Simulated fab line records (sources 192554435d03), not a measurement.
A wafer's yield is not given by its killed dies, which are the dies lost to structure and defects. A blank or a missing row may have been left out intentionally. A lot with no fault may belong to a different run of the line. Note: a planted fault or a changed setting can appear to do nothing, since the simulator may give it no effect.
Matching of chambers | flow n5_finfet | N5_BEOL_M0_SAQP_STRIP_108 on rie_diel-04 has 4 sister chambers
The step strips in N2/H2. 16 wafers are shown with their chamber, then 8 later ones without.

WAFERS, EACH WITH ITS CHAMBER
wafer  | chamber | showerhead_plenum_p_Torr (Torr) | drypump_motor_current_A (A) | throttle_valve_pct (%)
L074.1 | 0       | 3.21                            | 5.5                         | 18.6
L074.2 | 1       | 3.46                            | 6.2                         | 18.5
L074.3 | 3       | 3.11                            | 5.6                         | 18.4
L075.1 | 0       | 3.21                            | 5.4                         | 18.6
L075.4 | 1       | 3.46                            | 6.2                         | 18.5
L075.6 | 2       | 3.45                            | 6.1                         | 18.8
L076.3 | 0       | 3.21                            | 5.4                         | 18.6
L076.4 | 1       | 3.46                            | 6.2                         | 18.6
L076.5 | 2       | 3.45                            | 6.1                         | 18.8
L077.4 | 1       | 3.45                            | 6.2                         | 18.5
L077.5 | 1       | 3.45                            | 6.2                         | 18.5
L077.6 | 2       | 3.45                            | 6.1                         | 18.8
L078.2 | 3       | 3.11                            | 5.6                         | 18.4
L078.4 | 2       | 3.44                            | 6.1                         | 18.9
L078.5 | 3       | 3.11                            | 5.6                         | 18.4
L079.1 | 0       | 3.21                            | 5.5                         | 18.6

SIGNATURES (averages over the wafers above)
reading                  | chamber 0 | chamber 1 | chamber 2 | chamber 3 | scatter within a chamber
showerhead_plenum_p_Torr | 3.2100    | 3.4560    | 3.4475    | 3.1100    | 0.00403
drypump_motor_current_A  | 5.450     | 6.200     | 6.100     | 5.600     | 0.0289
throttle_valve_pct       | 18.600    | 18.520    | 18.825    | 18.400    | 0.0359
Rule: distance of a wafer from a chamber = root of the sum over the readings of ((wafer's reading minus chamber's mean) / reading's scatter) squared. The wafer belongs to the nearest chamber; if the next one is less than 2 further off, it can't be placed. The scatter is the square root of a quotient: the sum, over the shown wafers, of each reading's squared deviation from its chamber's mean, divided by wafers minus chambers.

WAFERS WITH NO CHAMBER GIVEN
wafer  | showerhead_plenum_p_Torr (Torr) | drypump_motor_current_A (A) | throttle_valve_pct (%)
L079.2 | 3.45                            | 6.2                         | 18.5
L079.3 | 3.44                            | 6.1                         | 18.9
L081.2 | 3.20                            | 5.4                         | 18.6
L081.3 | 3.11                            | 5.7                         | 18.4
L081.5 | 3.20                            | 5.4                         | 18.6
L085.1 | 3.44                            | 6.0                         | 18.9
L085.2 | 3.20                            | 5.4                         | 18.6
L085.3 | 3.11                            | 5.7                         | 18.4

WHICH CHAMBER EACH ONE RAN IN
wafer  | from the rows above | in truth
L079.2 | 1                   | 1
L079.3 | 2                   | 2
L081.2 | 0                   | 0
L081.3 | 3                   | 3
L081.5 | 0                   | 0
L085.1 | 2                   | 2
L085.2 | 0                   | 0
L085.3 | 3                   | 3
Placed correctly: 8 of 8. Number that these rows cannot place: 0. Wrongly placed: 0.
